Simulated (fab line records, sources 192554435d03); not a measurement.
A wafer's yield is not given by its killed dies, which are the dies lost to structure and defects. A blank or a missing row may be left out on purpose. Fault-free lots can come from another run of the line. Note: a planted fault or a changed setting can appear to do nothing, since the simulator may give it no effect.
Split-lot study || flow n5 finfet || 21 wafers read from 7 lots, route of 1938 steps

## ABOUT THE SPLIT
At N5_PASSIVATION_EXPOSE_41 (exposes mask PASS OPEN, defocus 0 nm, target cd 40000 nm), the setting dose mj was moved away from the recipe's 57.25 on 5 of the 21 wafers read, by -6.8% to +4.2%. All remaining wafers had this setting at the recipe value.

## FROM THE SPLIT TO THE READING: what the file shows between them, 3 steps
- N5_PASSIVATION_PEB_42
- N5_PASSIVATION_DEVELOP_43: develop time 60 s
- N5_PASSIVATION_HARDBAKE_45: time 120 s

## THE READING
At N5_PASSIVATION_CD_MEAS_44: cd nm in nanometres, against a target cd of 40000 nm. A value of 40000 nm with a standard deviation of 2.8 nm is what fault-free wafers of this fab line usually give.

{"wafer": "L075.1", "tool, chamber at the split": "krf scanner-02, 0", "dose mj as run": 53.33, "against the recipe": "-6.8%", "cd nm, nm": 39972, "against lot-mates on the recipe": -32}
{"wafer": "L075.3", "tool, chamber at the split": "krf scanner-02, 0", "dose mj as run": 57.25, "against the recipe": "recipe", "cd nm, nm": 40004, "against lot-mates on the recipe": "-"}
{"wafer": "L075.6", "tool, chamber at the split": "krf scanner-02, 0", "dose mj as run": 53.33, "against the recipe": "-6.8%", "cd nm, nm": 39969, "against lot-mates on the recipe": -35}
{"wafer": "L077.1", "tool, chamber at the split": "krf scanner-02, 0", "dose mj as run": 59.66, "against the recipe": "+4.2%", "cd nm, nm": 40013, "against lot-mates on the recipe": "+17"}
{"wafer": "L077.2", "tool, chamber at the split": "krf scanner-02, 0", "dose mj as run": 59.66, "against the recipe": "+4.2%", "cd nm, nm": 40013, "against lot-mates on the recipe": "+17"}
{"wafer": "L077.5", "tool, chamber at the split": "krf scanner-02, 0", "dose mj as run": 57.25, "against the recipe": "recipe", "cd nm, nm": 39996, "against lot-mates on the recipe": "-"}
{"wafer": "L078.2", "tool, chamber at the split": "krf scanner-02, 0", "dose mj as run": 57.25, "against the recipe": "recipe", "cd nm, nm": 40003, "against lot-mates on the recipe": "-"}
{"wafer": "L078.3", "tool, chamber at the split": "krf scanner-02, 0", "dose mj as run": 57.25, "against the recipe": "recipe", "cd nm, nm": 40001, "against lot-mates on the recipe": "-"}
{"wafer": "L078.4", "tool, chamber at the split": "krf scanner-02, 0", "dose mj as run": 57.25, "against the recipe": "recipe", "cd nm, nm": 40001, "against lot-mates on the recipe": "-"}
{"wafer": "L081.2", "tool, chamber at the split": "krf scanner-02, 0", "dose mj as run": 57.25, "against the recipe": "recipe", "cd nm, nm": 39999, "against lot-mates on the recipe": "-"}
{"wafer": "L081.3", "tool, chamber at the split": "krf scanner-02, 0", "dose mj as run": 57.25, "against the recipe": "recipe", "cd nm, nm": 39996, "against lot-mates on the recipe": "-"}
{"wafer": "L081.5", "tool, chamber at the split": "krf scanner-02, 0", "dose mj as run": 57.25, "against the recipe": "recipe", "cd nm, nm": 39998, "against lot-mates on the recipe": "-"}
{"wafer": "L090.4", "tool, chamber at the split": "krf scanner-01, 0", "dose mj as run": 57.25, "against the recipe": "recipe", "cd nm, nm": 39999, "against lot-mates on the recipe": "-"}
{"wafer": "L090.5", "tool, chamber at the split": "krf scanner-01, 0", "dose mj as run": 57.25, "against the recipe": "recipe", "cd nm, nm": 40001, "against lot-mates on the recipe": "-"}
{"wafer": "L090.6", "tool, chamber at the split": "krf scanner-01, 0", "dose mj as run": 57.25, "against the recipe": "recipe", "cd nm, nm": 39996, "against lot-mates on the recipe": "-"}
{"wafer": "L091.2", "tool, chamber at the split": "krf scanner-01, 0", "dose mj as run": 57.25, "against the recipe": "recipe", "cd nm, nm": 39999, "against lot-mates on the recipe": "-"}
{"wafer": "L091.5", "tool, chamber at the split": "krf scanner-01, 0", "dose mj as run": 57.25, "against the recipe": "recipe", "cd nm, nm": 40000, "against lot-mates on the recipe": "-"}
{"wafer": "L091.6", "tool, chamber at the split": "krf scanner-01, 0", "dose mj as run": 57.25, "against the recipe": "recipe", "cd nm, nm": 40001, "against lot-mates on the recipe": "-"}
{"wafer": "L092.2", "tool, chamber at the split": "krf scanner-01, 0", "dose mj as run": 57.25, "against the recipe": "recipe", "cd nm, nm": 39997, "against lot-mates on the recipe": "-"}
{"wafer": "L092.3", "tool, chamber at the split": "krf scanner-01, 0", "dose mj as run": 57.25, "against the recipe": "recipe", "cd nm, nm": 39998, "against lot-mates on the recipe": "-"}
{"wafer": "L092.6", "tool, chamber at the split": "krf scanner-01, 0", "dose mj as run": 53.46, "against the recipe": "-6.6%", "cd nm, nm": 39976, "against lot-mates on the recipe": -22}

FIT RESULTS
A straight line over all 21 wafers: cd nm changes by +3.81 nm for each +1% of dose mj; r = +0.98; the points scatter about the line by 2.5 nm.
The same after taking each lot's own level away (the mean of its wafers on the recipe; 21 wafers): +4.29 nm for each +1%; r = +0.98; scatter 2.4 nm.
Per that fit: largest dose mj move, reading shift of 29 nm.
Measured against the standard deviation above, the lots' own levels, which go from 39996.0 to 40004.0 nm, span 2.9 times it.
Thus the slope moves with the lot-to-lot level: the two fits are different.
Check: -28.6 nm against its lot-mates is what the line predicts for one of the wafers moved furthest among these (-6.8%) when that wafer is left out of the fit. It came out at -32 nm against them.

## OTHER SPLITS ON THESE WAFERS
Other splits were also applied to these wafers ahead of the reading. Each is held against what the fit with the lots' levels taken away leaves over:
{"other split on the same wafers": "N5_BEOL_M13_ILD_DEP_00 time s", "wafers away from the commonest value": 2, "r with cd nm (lot level and that fit taken away)": -0.06}
{"other split on the same wafers": "N5_BEOL_M13_COAT_04 spin rpm", "wafers away from the commonest value": 5, "r with cd nm (lot level and that fit taken away)": "+0.29"}
{"other split on the same wafers": "N5_BEOL_M14_TRENCH_ETCH_34 time s", "wafers away from the commonest value": 4, "r with cd nm (lot level and that fit taken away)": "+0.41"}
{"other split on the same wafers": "N5_BEOL_M14_SPUTTER_43 time s", "wafers away from the commonest value": 5, "r with cd nm (lot level and that fit taken away)": -0.29}

## FILE'S OWN FIT
cd nm changes by +4.1 nm for each +1% of dose mj, r = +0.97.
